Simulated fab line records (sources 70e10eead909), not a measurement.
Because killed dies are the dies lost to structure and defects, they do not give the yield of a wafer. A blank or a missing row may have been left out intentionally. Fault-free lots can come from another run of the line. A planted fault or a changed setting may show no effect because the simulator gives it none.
Comparing a struck lot with a sound one ; flow nand_harc ; 26 out of 1159 route steps
Sound: these wafers, L822.3, L822.4, L822.6. Wafers struck: L837.1, L837.4, L837.6. Last of all comes the cause.
Per side, at each step with rows, come the tool, then ch with its chambers, and then its first start. Under that, the readings that differ: sound wafers ; struck wafers ; difference of the means ; sigmas: that difference in standard deviations of wafers without a fault.
alike: same words and numbers on both sides, and readings whose means sit less than 2 such deviations apart. not compared: any withheld reading, any reading some wafer has no value for, any bound like >300 that may hide the same value, and any number with overlapping values for which the record gives no deviation.
A row with sigmas, a row that says differs or no value, or rows on one side alone: a step with any of these is where the two part. When numbers do not overlap yet have no deviation, they are printed without sigmas and do not part them. A reading missing from all wafers of one side parts the sides only when that side holds two or more wafers.

NHARC_A_M0_PRE_CLEAN_29: time 30 s.
  sound on pvd_sputter-01; struck on pvd_sputter-01
  alike: heater_power_w
NHARC_A_M0_PVD_20: deposits TaN, target thk 5 nm, time 8.06 s.
  sound on pvd_sputter-01; struck on pvd_sputter-01
  alike: cathode_dc_power_W, throttle_valve_pct
then, 3 steps without rows for these wafers: NHARC_A_M0_PVD_21 (deposits Cu, target thk 30 nm, time 20.49 s); NHARC_A_M0_ECD_22 (material Cu, target thk 400 nm); NHARC_A_M0_ANNEAL_30 (time 90 s).
NHARC_A_M0_CMP_23: polishes, t overpolish 20 s, target thk 113.75 nm.
  sound on cmp-01 ch 2,3, day 17 23:48; struck on cmp-02 ch 0,1,3, day 22 08:56
  alike: motor_current_A, time_to_endpoint_s
NHARC_A_M0_THK_MEAS_24: measures by xrf.
  sound on film_metro-02 at day 18 00:07; struck on film_metro-01 at day 22 09:11
  alike: thk_nm
following that, these wafers have no rows for 1 step: NHARC_A_M0_SRD_25.
NHARC_A_M0_INSPECT_27:
  sound on defect_inspect-01 at day 18 00:17; struck on defect_inspect-02 at day 22 09:21
  alike: raw_defect_count
NHARC_A_M0_PRE_CLEAN_31: time 12 s.
  sound on pecvd-04 ch 0,1, day 18 00:22; struck on pecvd-01 ch 0,1,2, day 22 09:26
  alike: heater_power_w
then, 1 step without rows for these wafers: NHARC_A_M0_DEP_32 (deposits SiCN, target thk 30 nm).
NHARC_A_M1_DEP_00: deposits SiOC, target thk 182.5 nm.
  sound on pecvd-01 ch 0,1,2, day 18 00:50; struck on pecvd-01 ch 0,1,2, day 22 09:57
then, 9 steps without rows for these wafers: NHARC_A_M1_DEHYDRATE_01 (time 120 s); NHARC_A_M1_HMDS_02 (time 30 s); NHARC_A_M1_COAT_34 (time 65 s); NHARC_A_M1_COAT_03 (resist thk 90 nm); NHARC_A_M1_SOFTBAKE_04 (time 55 s); NHARC_A_M1_EBR_05; NHARC_A_M1_EXPOSE_06 (exposes mask A M1, target cd 120 nm); NHARC_A_M1_PEB_07 (peb time 65 s); NHARC_A_M1_DEVELOP_08 (develop time 35 s).
NHARC_A_M1_CD_MEAS_09: target cd 120 nm.
  sound on cd_sem-02 ch 0, day 18 01:41; struck on cd_sem-01 ch 0, day 22 10:49
  alike: cd_nm
NHARC_A_M1_OVL_MEAS_10: pitch 240 nm.
  sound on overlay-01 at day 18 01:46; struck on overlay-02 at day 22 10:54
reading;sound;struck;difference;sigmas
overlay_y_nm (nm);1.2 0.6 0.7;-1.4 -1.5 -1.4;-2.3;-3
  alike: overlay_x_nm
NHARC_A_M1_INSPECT_11:
  sound on defect_inspect-02 at day 18 01:48; struck on defect_inspect-02 at day 22 10:56
reading;sound;struck;difference;sigmas
raw_defect_count;29 24 29;850 860 843;+824;+55
NHARC_A_M1_DESCUM_14: chemistry O2, time 3 s.
  sound on rie_diel-03 ch 2,3, day 18 01:52; struck on rie_diel-03 ch 0,3, day 22 10:59
  alike: drypump_motor_current_A, oes_product_au, rf_vpp_V, showerhead_plenum_p_Torr, throttle_valve_pct
  not compared: rf_hours_counter_h
NHARC_END_SORT_01:
  sound on prober-02 ch 0, day 19 16:43; struck on prober-01 ch 0, day 24 02:58
reading;sound;struck;difference;sigmas
defect_limited_yield (%);96.2 97.0 96.2;83.8 89.8 84.6;-10.4;-6
killed_at_array;24 20 24;109 69 103;+71;+6
killed_dies;26 20 26;110 69 104;+70;+6
sort_bin_2_pct (%);1.0 1.0 1.5;6.9 3.5 6.2;+4.4;+6
sort_bin_3_pct (%);0 0.15 0;5.17 3.25 4.87;+4.38;+19
sort_n_pass;651 657 651;567 608 573;-70;-6
sort_rim_yield_pct (%);97.2 93.4 93.4;92.5 82.1 89.6;-6.6;-2
sort_yield_pct (%);96.2 97.0 96.2;83.8 89.8 84.6;-10.4;-6
  alike: killed_at_other, killed_at_periphery, killed_open, killed_short, sort_bin_4_pct

## WHERE THEY PART
Earliest at NHARC_A_M1_OVL_MEAS_10; latest, in this record, at NHARC_END_SORT_01.

WHY: whatever the simulator had introduced
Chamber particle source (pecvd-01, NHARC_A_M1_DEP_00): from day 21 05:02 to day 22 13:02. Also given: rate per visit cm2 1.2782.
